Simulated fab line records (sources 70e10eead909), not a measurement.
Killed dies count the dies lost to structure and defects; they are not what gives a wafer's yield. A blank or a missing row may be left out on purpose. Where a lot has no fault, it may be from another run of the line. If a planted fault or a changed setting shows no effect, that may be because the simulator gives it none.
fab line records	flow nandHarc
[record] lots = 6	wafers = 18	lastDay = 22
route steps=1159 shown A_M0@1004 A_M1@1026 END@1159
lots untouched by any fault: they come from a run of this same line in which no faults occurred
startH: hours from the record's opening day to when the first of the lot's shown wafers began	waitH: hours since the lot's step before	" identical to the entry in the row above	L1.1+2: one row covering several wafers at once	- no value, or no start was given	* or withheld: withheld	< > ~ a bound
route shown NAME@n: a module of which the file shows steps, and the number in the route of the first	usual: the fault-free wafers' mean and standard deviation	same: alike in all rows	chamber/n: place in a boat	sites: the reading at each site	_std_site: how widely they spread, as a standard deviation	_edge_site: mean of outer sites minus mean of inner sites	radiusMm: for every site, how far away it sits from the centre of the wafer	mask NAME#n: copy n	behind: the last tool/chamber to shape the wafer	hold: cause of the lot's hold/its duration in hours/its outcome	device: transistor that didn't switch, given as n, p or np	end of line: tests of these same wafers at the route's end	where a step has no rows: the recipe by itself	killed: dies lost to structure and defects at the first sort, not the wafer's yield	map: a wafer's dies, marking killed ones x, the rest . and places with no die _
set.NAME: the setting the step ran with; set.NAME@STEP: the setting that earlier step ran with	model.NAME: the simulator's own value behind a step, which no gauge read
lots at some steps of the route; a table a step, a row a wafer
services: from which hour (startH, from the record's first day; less than 0 if before it) a tool's chamber was out of use, for how many hours, and why
[[steps]]
[step NHARC_A_M0_CD_MEAS_09]
[recipe] targetCdNm = 80	landingEnergyEv = 500
[usual] cdNm = 79.8/0.61
lot.wafer	tool	chamber	startH	waitH	cdNm
L815.3	cdSem-03	0	412.82	-	79.3
L815.5	"	0	"	"	79.1
L815.6	"	0	"	"	79.0
L816.2	cdSem-03	0	413.01	-	79.7
L816.4	"	0	"	"	80.1
L816.5	"	0	"	"	80.7
L822.1	cdSem-03	0	452.69	-	79.3
L822.2	"	0	"	"	80.1
L822.6	"	0	"	"	79.7
L825.1	cdSem-03	0	463.86	-	80.0
L825.4	"	0	"	"	80.3
L825.6	"	0	"	"	79.8
L824.2	cdSem-01	0	479.24	-	80.3
L824.4	"	0	"	"	80.0
L824.6	"	0	"	"	80.3
L823.1	cdSem-01	0	480.97	-	79.1
L823.2	"	0	"	"	81.2
L823.6	"	0	"	"	79.6
[step NHARC_A_M0_OVL_MEAS_10]
[recipe] pitchNm = 160
[usual] overlayXNm = -0.4/0.85	overlayYNm = 0.3/1.1
lot.wafer	tool	chamber	startH	waitH	overlayXNm	overlayYNm
L815.3	overlay-02	-	412.91	-	0.3	0.9
L815.5	"	-	"	"	0.6	0.9
L815.6	"	-	"	"	0.5	0.8
L816.2	overlay-01	-	413.10	-	-0.9	0.1
L816.4	"	-	"	"	-1.0	0.5
L816.5	"	-	"	"	-1.3	0.2
L822.1	overlay-02	-	452.78	-	-0.6	0.3
L822.2	"	-	"	"	-0.6	0.6
L822.6	"	-	"	"	0.0	0.3
L825.1	overlay-02	-	463.95	-	0.9	0.1
L825.4	"	-	"	"	0.1	0.3
L825.6	"	-	"	"	1.0	0.2
L824.2	overlay-01	-	479.32	-	0.8	2.2
L824.4	"	-	"	"	0.6	2.9
L824.6	"	-	"	"	0.5	2.0
L823.1	overlay-01	-	481.06	-	0.7	-1.0
L823.2	"	-	"	"	0.9	-1.2
L823.6	"	-	"	"	1.2	-1.1
[step NHARC_A_M0_INSPECT_11]
[usual] rawDefectCount = 32/15
lot.wafer	tool	chamber	startH	waitH	rawDefectCount
L815.3	defectInspect-02	-	412.94	0.0	10
L815.5	"	-	"	"	13
L815.6	"	-	"	"	9
L816.2	defectInspect-02	-	413.13	0.0	43
L816.4	"	-	"	"	34
L816.5	"	-	"	"	37
L822.1	defectInspect-01	-	452.82	0.0	32
L822.2	"	-	"	"	33
L822.6	"	-	"	"	22
L825.1	defectInspect-02	-	463.98	0.0	51
L825.4	"	-	"	"	41
L825.6	"	-	"	"	61
L824.2	defectInspect-01	-	479.36	0.0	23
L824.4	"	-	"	"	34
L824.6	"	-	"	"	24
L823.1	defectInspect-01	-	481.09	0.0	10
L823.2	"	-	"	"	10
L823.6	"	-	"	"	16
[step NHARC_A_M0_DESCUM_14]
[recipe] timeS = 3	o2FlowSccm = 200	arFlowSccm = 0	biasPowerW = 0	chemistry = O2
[step NHARC_A_M0_ETCH_34]
[recipe] targetDepthA = 400	overetchA = 120	timeS = 43.94	ionEnergyEv = 200	n2FlowSccm = 150	h2FlowSccm = 150	arFlowSccm = 0	rfW = 400	biasW = 150	chemistry = N2/H2
[step NHARC_A_M0_ETCH_15]
[recipe] targetDepthA = 1500	overetchA = 150	timeS = 82.5	c4f8FlowSccm = withheld	arFlowSccm = 400	rfW = 600	biasW = 300	chemistry = C4F8/Ar
[step NHARC_A_M0_CD_MEAS_16]
[usual] cdNm = 79.8/0.9
lot.wafer	tool	chamber	startH	waitH	cdNm
L815.3	cdSem-03	-	413.35	-	80.0
L815.5	"	-	"	"	79.2
L815.6	"	-	"	"	79.3
L816.2	cdSem-03	-	413.51	-	80.0
L816.4	"	-	"	"	79.8
L816.5	"	-	"	"	80.5
L822.1	cdSem-03	-	453.18	-	80.2
L822.2	"	-	"	"	80.2
L822.6	"	-	"	"	79.6
L825.1	cdSem-03	-	464.34	-	79.6
L825.4	"	-	"	"	79.5
L825.6	"	-	"	"	80.4
L824.2	cdSem-03	-	479.72	-	79.3
L824.4	"	-	"	"	79.5
L824.6	"	-	"	"	79.9
L823.1	cdSem-03	-	481.46	-	79.0
L823.2	"	-	"	"	80.8
L823.6	"	-	"	"	79.2
[step NHARC_A_M0_STRIP_18]
[recipe] powerW = 1000	n2FlowSccm = 150	h2FlowSccm = 150	arFlowSccm = 0	biasW = 0	chemistry = N2/H2
[step NHARC_A_M0_STRIP_19]
[recipe] timeS = 600	tempC = 30	chemistry = postEtchResidueRemover
[step NHARC_A_M0_DEGAS_28]
[recipe] tempC = 250	timeS = 60
[step NHARC_A_M0_PRE_CLEAN_29]
[recipe] timeS = 30	tempC = 280	gas = H2/He
[usual] heaterPowerW = 379/33
[same] timeS = 30
lot.wafer	tool	chamber	startH	waitH	heaterPowerW
L815.3	pvdSputter-03	-	-	-	395
L815.6	"	-	"	"	352
L815.5	"	-	"	"	385
L816.2	pvdSputter-02	-	-	-	379
L816.4	"	-	"	"	346
L816.5	"	-	"	"	381
L822.2	pvdSputter-02	-	-	-	368
L822.1	"	-	"	"	417
L822.6	"	-	"	"	347
L825.1	pvdSputter-01	-	-	-	448
L825.4	"	-	"	"	404
L825.6	"	-	"	"	442
L824.2	pvdSputter-02	-	-	-	354
L824.4	"	-	"	"	421
L824.6	"	-	"	"	337
L823.1	pvdSputter-02	-	-	-	377
L823.2	"	-	"	"	417
L823.6	"	-	"	"	348
[step NHARC_A_M0_PVD_20]
[recipe] targetThkA = 50	biasV = 168.6	powerW = 15000	chamberPressurePa = 0.12	timeS = 8.06	substrateTempC = 50	material = TaN
[step NHARC_A_M0_PVD_21]
[recipe] targetThkA = 300	chamberPressurePa = 5	powerW = 5000	substrateTempC = 30	timeS = 20.49	material = Cu
[usual] throttleValvePct = 29.9/0.8
lot.wafer	tool	chamber	startH	waitH	throttleValvePct
L815.3	pvdSputter-03	-	414.22	-	29.0
L815.5	"	-	"	"	30.4
L815.6	"	-	"	"	28.6
L816.2	pvdSputter-02	-	414.40	-	29.8
L816.4	"	-	"	"	29.3
L816.5	"	-	"	"	29.9
L822.2	pvdSputter-02	-	454.03	-	29.8
L822.1	"	-	"	"	30.1
L822.6	"	-	"	"	29.4
L825.1	pvdSputter-01	-	465.20	-	29.9
L825.4	"	-	"	"	30.0
L825.6	"	-	"	"	29.9
L824.4	pvdSputter-02	-	480.58	-	30.5
L824.2	"	-	"	"	29.9
L824.6	"	-	"	"	30.7
L823.1	pvdSputter-02	-	482.34	-	30.5
L823.2	"	-	"	"	29.9
L823.6	"	-	"	"	29.2
[step NHARC_A_M0_ECD_22]
[recipe] targetThkA = 4000	bathTempC = 25	material = Cu
[step NHARC_A_M0_ANNEAL_30]
[recipe] tempC = 225	timeS = 90
[step NHARC_A_M0_CMP_23]
[recipe] tOverpolishS = 20	targetThkNm = 113.75
[usual] motorCurrentA = 11.7/0.9	timeToEndpointS = 28.7/2.3
lot.wafer	tool	chamber	startH	waitH	motorCurrentA	timeToEndpointS
L815.3	cmp-01	1	415.14	-	13.2	28.5
L815.5	"	3	"	"	11.1	25.0
L815.6	"	0	"	"	11.8	25.4
L816.2	cmp-01	3	415.39	-	12.3	27.9
L816.4	"	0	"	"	12.0	27.0
L816.5	"	1	"	"	12.6	29.5
L822.1	cmp-04	3	455.02	-	10.8	26.7
L822.2	"	0	"	"	12.9	30.2
L822.6	"	3	"	"	10.3	26.8
L825.4	cmp-02	3	466.05	-	10.6	30.5
L825.1	"	0	"	"	13.2	24.1
L825.6	"	3	"	"	9.8	28.1
L824.2	cmp-04	1	481.43	-	10.2	26.8
L824.4	"	0	"	"	13.2	29.6
L824.6	"	2	"	"	12.4	27.4
L823.2	cmp-02	2	483.22	-	11.0	26.0
L823.1	"	0	"	"	12.0	28.1
L823.6	"	2	"	"	11.0	27.9
[step NHARC_A_M0_SRD_25]
[step NHARC_A_M0_INSPECT_27]
[usual] rawDefectCount = 456/160
lot.wafer	tool	chamber	startH	waitH	rawDefectCount
L815.3	defectInspect-02	-	415.56	0.0	307
L815.5	"	-	"	"	332
L815.6	"	-	"	"	358
L816.2	defectInspect-02	-	415.80	0.0	269
L816.4	"	-	"	"	282
L816.5	"	-	"	"	352
L822.1	defectInspect-02	-	455.46	0.0	463
L822.2	"	-	"	"	383
L822.6	"	-	"	"	390
L825.1	defectInspect-01	-	466.52	0.0	711
L825.4	"	-	"	"	533
L825.6	"	-	"	"	685
L824.2	defectInspect-01	-	481.90	0.0	488
L824.4	"	-	"	"	586
L824.6	"	-	"	"	519
L823.1	defectInspect-02	-	483.67	0.0	294
L823.2	"	-	"	"	341
L823.6	"	-	"	"	276
[step NHARC_A_M0_PRE_CLEAN_31]
[recipe] timeS = 12	tempC = 370	rfPowerW = 300	gas = NH3
[usual] heaterPowerW = 648/61
[same] timeS = 12
lot.wafer	tool	chamber	startH	waitH	heaterPowerW
L815.3	pecvd-04	0	415.64	0.1	680
L815.6	"	2	"	"	598
L815.5	"	0	"	"	687
L816.2	pecvd-01	0	416.23	0.4	739
L816.4	"	1	"	"	615
L816.5	"	2	"	"	568
L822.2	pecvd-04	0	455.54	0.1	678
L822.1	"	1	"	"	683
L822.6	"	1	"	"	684
L825.1	pecvd-04	2	466.59	0.1	678
L825.6	"	0	"	"	709
L825.4	"	1	"	"	681
L824.2	pecvd-04	1	481.98	0.1	672
L824.4	"	0	"	"	723
L824.6	"	2	"	"	526
L823.1	pecvd-01	1	484.64	1.0	607
L823.2	"	2	"	"	561
L823.6	"	2	"	"	559
[step NHARC_A_M0_DEP_32]
[recipe] targetThkA = 300	tempC = 370	targetThkNm = 30	pressureTorr = 3	flowSccm = 200	rfW = 450	material = SiCN
[usual] heaterPowerW = 591/65
lot.wafer	tool	chamber	startH	waitH	heaterPowerW
L815.3	pecvd-04	0	415.75	0.1	688
L815.6	"	2	"	"	601
L815.5	"	0	"	"	675
L816.2	pecvd-01	0	416.37	0.1	627
L816.4	"	1	"	"	547
L816.5	"	2	"	"	516
L822.2	pecvd-04	0	455.65	0.1	608
L822.1	"	1	"	"	566
L822.6	"	1	"	"	567
L825.1	pecvd-04	2	466.67	0.1	503
L825.6	"	0	"	"	645
L825.4	"	1	"	"	528
L824.2	pecvd-04	1	482.09	0.1	524
L824.4	"	0	"	"	611
L824.6	"	2	"	"	500
L823.1	pecvd-01	1	484.75	0.1	621
L823.2	"	2	"	"	557
L823.6	"	2	"	"	553
[step NHARC_A_M1_DEP_00]
[recipe] targetThkA = 1825	targetThkNm = 182.5	tempC = withheld	pressureTorr = 5	flowSccm = 200	rfW = 600	material = SiOC
[step NHARC_A_M1_DEHYDRATE_01]
[recipe] tempC = 150	timeS = 120
[step NHARC_A_M1_HMDS_02]
[recipe] timeS = 30
[step NHARC_A_M1_COAT_34]
[recipe] tempC = 200	timeS = 65
[step NHARC_A_M1_COAT_03]
[recipe] spinRpm = 1500	resistThkNm = 90
[step NHARC_A_M1_SOFTBAKE_04]
[recipe] tempC = 105	timeS = 55
[step NHARC_A_M1_EBR_05]
[step NHARC_A_M1_EXPOSE_06]
[recipe] na = 1.35	targetCdNm = 120	doseMj = 75.13	maskId = A_M1
[step NHARC_A_M1_PEB_07]
[recipe] pebTempC = 100	pebTimeS = 65
[step NHARC_A_M1_DEVELOP_08]
[recipe] developTimeS = 35	devTempC = 23
[step NHARC_A_M1_CD_MEAS_09]
[recipe] targetCdNm = 120	landingEnergyEv = 500
[usual] cdNm = 120.1/0.65
lot.wafer	tool	chamber	startH	waitH	cdNm
L815.3	cdSem-01	0	416.97	-	120.4
L815.5	"	0	"	"	120.6
L815.6	"	0	"	"	119.8
L816.2	cdSem-01	0	417.52	-	120.0
L816.4	"	0	"	"	120.0
L816.5	"	0	"	"	118.8
L822.1	cdSem-01	0	456.86	-	118.7
L822.2	"	0	"	"	119.3
L822.6	"	0	"	"	119.8
L825.1	cdSem-03	0	467.90	-	120.2
L825.4	"	0	"	"	120.0
L825.6	"	0	"	"	118.8
L824.2	cdSem-03	0	483.15	-	120.6
L823.1	cdSem-03	0	485.96	-	119.4
L823.2	"	0	"	"	120.2
[step NHARC_A_M1_OVL_MEAS_10]
[recipe] pitchNm = 240
[usual] overlayXNm = -0.1/0.94	overlayYNm = -0.1/0.86
lot.wafer	tool	chamber	startH	waitH	overlayXNm	overlayYNm
L815.3	overlay-02	-	417.06	-	0.5	-0.5
L815.5	"	-	"	"	-0.3	-0.9
L815.6	"	-	"	"	-0.3	0.3
L816.2	overlay-02	-	417.60	-	0.7	1.7
L816.4	"	-	"	"	0.9	1.1
L816.5	"	-	"	"	1.1	1.8
L822.1	overlay-02	-	456.95	-	0.0	-0.3
L822.2	"	-	"	"	-0.4	-0.8
L822.6	"	-	"	"	0.1	-0.6
L825.1	overlay-01	-	467.99	-	0.0	-0.9
L825.4	"	-	"	"	-0.1	-0.8
L825.6	"	-	"	"	-0.2	-0.3
L824.2	overlay-02	-	483.25	-	-1.5	0.9
L823.1	overlay-01	-	486.04	-	0.1	0.7
L823.2	"	-	"	"	0.0	0.4
[step NHARC_A_M1_INSPECT_11]
[usual] rawDefectCount = 32/15
lot.wafer	tool	chamber	startH	waitH	rawDefectCount
L815.3	defectInspect-02	-	417.09	0.0	9
L815.5	"	-	"	"	19
L815.6	"	-	"	"	9
L816.2	defectInspect-01	-	417.64	0.0	45
L816.4	"	-	"	"	30
L816.5	"	-	"	"	37
L822.1	defectInspect-02	-	456.98	0.0	33
L822.2	"	-	"	"	33
L822.6	"	-	"	"	22
L825.1	defectInspect-01	-	468.02	0.0	57
L825.4	"	-	"	"	36
L825.6	"	-	"	"	59
L824.2	defectInspect-02	-	483.29	0.0	23
L823.1	defectInspect-02	-	486.08	0.0	13
L823.2	"	-	"	"	11
[step NHARC_A_M1_DESCUM_14]
[recipe] timeS = 3	o2FlowSccm = 200	arFlowSccm = 0	biasPowerW = 0	chemistry = O2
[usual] drypumpMotorCurrentA = 5.7/0.39	oesProductAu = 1.000/0.011	rfVppV = 57.8/0.89	showerheadPlenumPTorr = 1.92/0.092	throttleValvePct = 11.310/0.0087
[same] timeS = 3
lot.wafer	tool	chamber	startH	waitH	drypumpMotorCurrentA	oesProductAu	rfHoursCounterH	rfVppV	showerheadPlenumPTorr	throttleValvePct
L815.3	rieDiel-12	1	417.16	0.1	5.2	1.002	3.7	58.0	2.06	11.315
L815.5	"	0	"	"	5.7	1.016	-	58.1	1.85	11.320
L815.6	"	1	"	"	5.2	1.002	-	59.5	2.06	11.298
L816.2	rieDiel-01	0	417.70	0.1	5.4	1.002	2.4	58.7	2.00	11.331
L816.4	"	3	"	"	6.1	0.984	2.5	56.7	1.80	11.303
L816.5	"	1	"	"	6.1	1.000	-	58.9	1.85	11.323
L822.1	rieDiel-08	1	457.05	0.1	5.6	1.022	7.9	57.4	1.88	11.306
L822.2	"	2	"	"	6.2	0.995	9.0	59.1	1.78	11.313
L822.6	"	1	"	"	5.6	1.001	-	56.9	1.88	11.296
L825.1	rieDiel-01	1	468.08	0.1	6.0	1.007	3.6	57.1	1.84	11.311
L825.4	"	0	"	"	5.3	1.017	3.6	57.7	2.00	11.313
L825.6	"	1	"	"	6.0	1.010	-	58.1	1.85	11.307
L824.2	rieDiel-01	3	483.35	0.1	6.1	1.004	4.2	57.3	1.80	11.301
L823.2	rieDiel-01	1	486.14	0.1	6.0	1.004	4.3	58.0	1.84	11.313
L823.1	"	0	"	"	5.3	1.007	4.3	56.5	2.00	11.312
[step NHARC_A_M1_ETCH_35]
[recipe] targetDepthA = 400	overetchA = 120	timeS = 43.94	ionEnergyEv = 200	n2FlowSccm = 150	h2FlowSccm = 150	arFlowSccm = 0	rfW = 400	biasW = 150	chemistry = N2/H2
[step NHARC_A_M1_ETCH_15]
[recipe] targetDepthA = 1825	timeS = 91.2	c4f8FlowSccm = withheld	arFlowSccm = 400	rfW = 600	biasW = 300	chemistry = C4F8/Ar
[step NHARC_A_M1_CD_MEAS_16]
[usual] cdNm = 119.8/0.79
lot.wafer	tool	chamber	startH	waitH	cdNm
L815.3	cdSem-03	-	417.46	-	119.9
L815.5	"	-	"	"	119.8
L815.6	"	-	"	"	119.1
L816.2	cdSem-01	-	418.01	-	120.0
L816.4	"	-	"	"	120.5
L816.5	"	-	"	"	119.2
L822.1	cdSem-01	-	457.35	-	118.6
L822.2	"	-	"	"	118.8
L822.6	"	-	"	"	118.7
L825.1	cdSem-01	-	468.39	-	119.5
L825.4	"	-	"	"	119.4
L825.6	"	-	"	"	119.4
L824.2	cdSem-01	-	483.65	-	121.3
L823.1	cdSem-03	-	486.45	-	119.1
L823.2	"	-	"	"	121.0
[step NHARC_A_M1_STRIP_18]
[recipe] powerW = 1000	n2FlowSccm = 150	h2FlowSccm = 150	arFlowSccm = 0	biasW = 0	chemistry = N2/H2
[step NHARC_A_M1_ETCH_28]
[recipe] targetDepthA = 300	overEtchFrac = 0.3	timeS = 72.99	ionEnergyEv = 150	cf4FlowSccm = 50	n2FlowSccm = 100	arFlowSccm = 150	rfW = 300	biasW = 100	chemistry = CF4/N2
[step NHARC_A_M1_STRIP_19]
[recipe] timeS = 600	tempC = 30	chemistry = postEtchResidueRemover
[step NHARC_END_SORT_01]
[recipe] tempC = 25
[usual] defectLimitedYield = 95.4/1.7	killedAtArray = 27/11	killedAtOther = 0.6/0.89	killedAtPeriphery = 3.0/2.4	killedDies = 31/12	killedOpen = 3.2/1.6	killedShort = 2.0/1.5	sort_bin_2_pct = 1.5/0.69	sort_bin_3_pct = 0.23/0.22	sort_bin_4_pct = 2.9/1.1	sortNPass = 646/12	sortRimYieldPct = 94/3.3	sortYieldPct = 95.4/1.7
[same] grossDies = 677	sort_bin_5_pct[%] = 0	sort_bin_6_pct[%] = 0	sort_bin_7_pct[%] = 0	sort_bin_8_pct[%] = 0	sortRimNGross = 106.00
lot.wafer	tool	chamber	startH	waitH	defectLimitedYield[%]	killedAtArray	killedAtOther	killedAtPeriphery	killedDies	killedOpen	killedShort	sort_bin_2_pct[%]	sort_bin_3_pct[%]	sort_bin_4_pct[%]	sortNPass	sortRimYieldPct[%]	sortYieldPct[%]
L815.3	prober-02	0	466.36	3.1	97.6	11	0	5	16	5	1	0.9	0	1.5	661	96	97.6
L815.5	prober-02	0	467.97	3.7	97.2	16	1	2	19	6	1	1.0	0	1.8	658	94	97.2
L815.6	prober-02	0	468.77	4.0	97.9	11	0	3	14	2	3	0.9	0	1.2	663	97	97.9
L816.2	prober-01	0	473.00	2.8	93.1	35	0	12	47	5	1	2.5	0.44	4.0	630	96	93.1
L816.4	prober-01	0	474.60	3.4	94.2	33	0	6	39	4	0	2.2	0.30	3.2	638	93	94.2
L816.5	prober-01	0	475.40	3.7	95.0	31	0	3	34	3	0	1.2	0.59	3.2	643	90	95.0
L822.1	prober-01	0	498.87	2.5	95.3	29	0	3	32	1	4	1.8	0.30	2.7	645	94	95.3
L822.2	prober-01	0	499.67	2.8	94.5	32	0	5	37	4	1	1.6	0.44	3.4	640	96	94.5
L822.6	prober-01	0	502.91	4.0	96.2	24	1	1	26	2	2	0.7	0.30	2.8	651	99	96.2
L823.6	prober-02	0	528.73	4.0	0	673	0	4	677	3	0	98.1	0	1.9	0	0	0
L824.4	prober-01	0	527.03	3.4	0	677	0	0	677	4	4	96.9	0.74	2.4	0	0	0
L824.6	prober-01	0	528.64	4.0	0.1	675	1	0	676	2	1	98.1	0	1.8	1	0	0.1
// killed by level:class
L815.3 A_CHANNEL_HOLE_D1:chamberFilmFlake=3 A_M0:geometricParticle:open=2 A_CHANNEL_FILL_D1:chamberFilmFlake=2 A_STAIRCASE:chamberFilmFlake=2 P_CONTACT:geometricParticle:open=1 P_M0:geometricParticle:open=1 A_CONTACT:geometricParticle:short=1 A_CONTACT:geometricParticle:open=1
L815.5 A_CONTACT:geometricParticle:open=3 A_ONON_D1:geometricParticle:open=2 P_GATE:chamberFilmFlake=2 A_CHANNEL_HOLE_D1:chamberFilmFlake=2 A_CHANNEL_FILL_D1:chamberFilmFlake=2 A_STAIRCASE:chamberFilmFlake=2 A_CONTACT:chamberFilmFlake=2 A_ONON_D1:geometricParticle:short=1
L815.6 A_STAIRCASE:chamberFilmFlake=4 P_GATE:chamberFilmFlake=2 A_CHANNEL_HOLE_D1:chamberFilmFlake=2 A_CHANNEL_HOLE_D1:geometricParticle:short=1 A_CHANNEL_HOLE_D1:geometricParticle:open=1 A_WL_FILL:geometricParticle:short=1 A_BLC:geometricParticle:short=1 A_M0:geometricParticle:open=1
L816.2 A_CHANNEL_HOLE_D1:chamberFilmFlake=16 A_STAIRCASE:chamberFilmFlake=7 A_SLIT:chamberFilmFlake=6 P_M1:chamberFilmFlake=3 A_WL_FILL:chamberFilmFlake=3 P_CONTACT:geometricParticle:open=2 P_STI:chamberFilmFlake=2 P_M0:geometricParticle:short=1
L816.4 A_CHANNEL_HOLE_D1:chamberFilmFlake=15 A_STAIRCASE:chamberFilmFlake=9 A_SLIT:chamberFilmFlake=7 P_M0:geometricParticle:open=3 P_M1:chamberFilmFlake=2 P_CONTACT:geometricParticle:open=1 A_ZERO_WELL:chamberFilmFlake=1 A_WL_FILL:chamberFilmFlake=1
L816.5 A_CHANNEL_HOLE_D1:chamberFilmFlake=12 A_STAIRCASE:chamberFilmFlake=11 A_SLIT:chamberFilmFlake=6 P_ZERO_WELL:geometricParticle:open=1 A_ONON_D1:geometricParticle:open=1 A_CONTACT:geometricParticle:open=1 P_M1:chamberFilmFlake=1 P_M2:chamberFilmFlake=1
L822.1 A_CHANNEL_HOLE_D1:chamberFilmFlake=14 A_SGD_CUT:chamberFilmFlake=5 A_STAIRCASE:chamberFilmFlake=4 P_STI:chamberFilmFlake=2 A_ONON_D1:geometricParticle:short=1 A_CHANNEL_FILL_D1:geometricParticle:short=1 A_WL_FILL:geometricParticle:short=1 A_CONTACT:geometricParticle:open=1
L822.2 A_CHANNEL_HOLE_D1:chamberFilmFlake=18 A_SGD_CUT:chamberFilmFlake=9 P_GATE:geometricParticle:open=2 A_SGD_CUT:geometricParticle:short=1 A_WL_FILL:geometricParticle:open=1 A_CONTACT:geometricParticle:open=1 P_STI:chamberFilmFlake=1 P_GATE:chamberFilmFlake=1
L822.6 A_CHANNEL_HOLE_D1:chamberFilmFlake=15 A_SGD_CUT:chamberFilmFlake=3 A_CHANNEL_FILL_D1:geometricParticle:open=1 A_CHANNEL_FILL_D1:geometricParticle:short=1 A_WL_FILL:geometricParticle:short=1 A_CONTACT:geometricParticle:open=1 P_STI:chamberFilmFlake=1 A_CHANNEL_FILL_D1:chamberFilmFlake=1
L824.4 A_M0:areaPvd=642 A_CHANNEL_HOLE_D1:chamberFilmFlake=12 A_CONTACT:chamberFilmFlake=11 A_SOURCE_PLATE:geometricParticle:open=2 A_CHANNEL_FILL_D1:geometricParticle:short=2 A_WL_FILL:chamberFilmFlake=2 A_SGD_CUT:geometricParticle:short=1 A_SLIT:geometricParticle:open=1
L824.6 A_M0:areaPvd=652 A_CHANNEL_HOLE_D1:chamberFilmFlake=14 A_CONTACT:chamberFilmFlake=6 A_CONTACT:geometricParticle:open=1 A_M1:geometricParticle:open=1 STARTING-WAFER:geometricParticle:short=1 A_STAIRCASE:chamberFilmFlake=1
L823.6 A_M0:areaPvd=659 A_CHANNEL_HOLE_D1:chamberFilmFlake=6 A_STAIRCASE:chamberFilmFlake=3 P_M0:geometricParticle:open=2 P_STI:chamberFilmFlake=2 A_CONTACT:chamberFilmFlake=2 A_M0:geometricParticle:open=1 A_SLIT:chamberFilmFlake=1
// map L823.6 (x killed, . not)
____________x____________
_________xxxxxxx_________
_______xxxxxxxxxxx_______
______xxxxxxxxxxxxx______
_____xxxxxxxxxxxxxxx_____
____xxxxxxxxxxxxxxxxx____
____xxxxxxxxxxxxxxxxx____
___xxxxxxxxxxxxxxxxxxx___
___xxxxxxxxxxxxxxxxxxx___
__xxxxxxxxxxxxxxxxxxxxx__
__xxxxxxxxxxxxxxxxxxxxx__
_xxxxxxxxxxxxxxxxxxxxxxx_
_xxxxxxxxxxxxxxxxxxxxxxx_
_xxxxxxxxxxxxxxxxxxxxxxx_
_xxxxxxxxxxxxxxxxxxxxxxx_
_xxxxxxxxxxxxxxxxxxxxxxx_
xxxxxxxxxxxxxxxxxxxxxxxxx
xxxxxxxxxxxxxxxxxxxxxxxxx
xxxxxxxxxxxxxxxxxxxxxxxxx
xxxxxxxxxxxxxxxxxxxxxxxxx
xxxxxxxxxxxxxxxxxxxxxxxxx
_xxxxxxxxxxxxxxxxxxxxxxx_
_xxxxxxxxxxxxxxxxxxxxxxx_
_xxxxxxxxxxxxxxxxxxxxxxx_
_xxxxxxxxxxxxxxxxxxxxxxx_
_xxxxxxxxxxxxxxxxxxxxxxx_
__xxxxxxxxxxxxxxxxxxxxx__
__xxxxxxxxxxxxxxxxxxxxx__
___xxxxxxxxxxxxxxxxxxx___
___xxxxxxxxxxxxxxxxxxx___
____xxxxxxxxxxxxxxxxx____
____xxxxxxxxxxxxxxxxx____
_____xxxxxxxxxxxxxxx_____
______xxxxxxxxxxxxx______
_______xxxxxxxxxxx_______
_________xxxxxxx_________
____________x____________
// map L824.4 (x killed, . not)
____________x____________
_________xxxxxxx_________
_______xxxxxxxxxxx_______
______xxxxxxxxxxxxx______
_____xxxxxxxxxxxxxxx_____
____xxxxxxxxxxxxxxxxx____
____xxxxxxxxxxxxxxxxx____
___xxxxxxxxxxxxxxxxxxx___
___xxxxxxxxxxxxxxxxxxx___
__xxxxxxxxxxxxxxxxxxxxx__
__xxxxxxxxxxxxxxxxxxxxx__
_xxxxxxxxxxxxxxxxxxxxxxx_
_xxxxxxxxxxxxxxxxxxxxxxx_
_xxxxxxxxxxxxxxxxxxxxxxx_
_xxxxxxxxxxxxxxxxxxxxxxx_
_xxxxxxxxxxxxxxxxxxxxxxx_
xxxxxxxxxxxxxxxxxxxxxxxxx
xxxxxxxxxxxxxxxxxxxxxxxxx
xxxxxxxxxxxxxxxxxxxxxxxxx
xxxxxxxxxxxxxxxxxxxxxxxxx
xxxxxxxxxxxxxxxxxxxxxxxxx
_xxxxxxxxxxxxxxxxxxxxxxx_
_xxxxxxxxxxxxxxxxxxxxxxx_
_xxxxxxxxxxxxxxxxxxxxxxx_
_xxxxxxxxxxxxxxxxxxxxxxx_
_xxxxxxxxxxxxxxxxxxxxxxx_
__xxxxxxxxxxxxxxxxxxxxx__
__xxxxxxxxxxxxxxxxxxxxx__
___xxxxxxxxxxxxxxxxxxx___
___xxxxxxxxxxxxxxxxxxx___
____xxxxxxxxxxxxxxxxx____
____xxxxxxxxxxxxxxxxx____
_____xxxxxxxxxxxxxxx_____
______xxxxxxxxxxxxx______
_______xxxxxxxxxxx_______
_________xxxxxxx_________
____________x____________
[[services]]
tool	chamber	startH	hours	kind
cmp-02	-	390.83	4.8	repair
pvdSputter-02	-	392.05	10.0	pm
rieDiel-01	0	397.30	-	clean
rieDiel-01	1	397.30	-	clean
rieDiel-01	2	397.30	-	clean
rieDiel-01	3	397.30	-	clean
cmp-04	-	399.06	4.0	pm
pecvd-01	-	405.17	9.2	repair
cmp-04	-	414.08	1.2	repair
pecvd-01	1	417.37	3.4	repair
pecvd-01	-	418.64	13.0	pm
pecvd-01	0	418.64	13.0	ventCycle
pecvd-01	2	418.64	13.0	ventCycle
cmp-02	-	422.52	4.0	pm
pecvd-01	0	431.64	-	clean
pecvd-01	1	431.64	-	clean
pecvd-01	2	431.64	-	clean
rieDiel-12	1	453.09	1.6	repair
pvdSputter-03	-	458.07	10.0	pm
cmp-01	-	458.87	0.5	repair
cmp-04	-	467.12	2.6	repair
cmp-01	-	473.63	4.0	pm
rieDiel-08	-	478.95	9.0	pm
rieDiel-12	0	482.97	7.9	repair
[[key]]
[firstSign] step = NHARC_END_SORT_01	reading = sort_bin_2_pct	direction = up	sigmas = 99+	usual = 1.5	struck = 97.7
[effect] step = NHARC_END_SORT_01	reading = killedAtArray	direction = up	sigmas = 59	usual = 27	struck = 675
[moreKillsBornAt] NHARC_A_M0_PVD_21@pvdSputter-02 = 1953
metAt NHARC_A_M0_PVD_21
struckWafers L823.6,L824.4,L824.6
laterRowsLeftOut L823.6,L824.4,L824.6
onsetBetween 454.03 480.58
[fault] kind = processParameterDrift	tool = pvdSputter-02	chamber = -	onsetH = 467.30	steps = NHARC_A_M0_PVD_21	channel = targetThkA	offset = *	shape = step	endH = 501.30	scope = struckWafersOnly	actsIn = *	stated = *
// laterRowsLeftOut: the simulator's readings of these wafers behind a module that went badly wrong aren't trusted and aren't shown, but for the sort
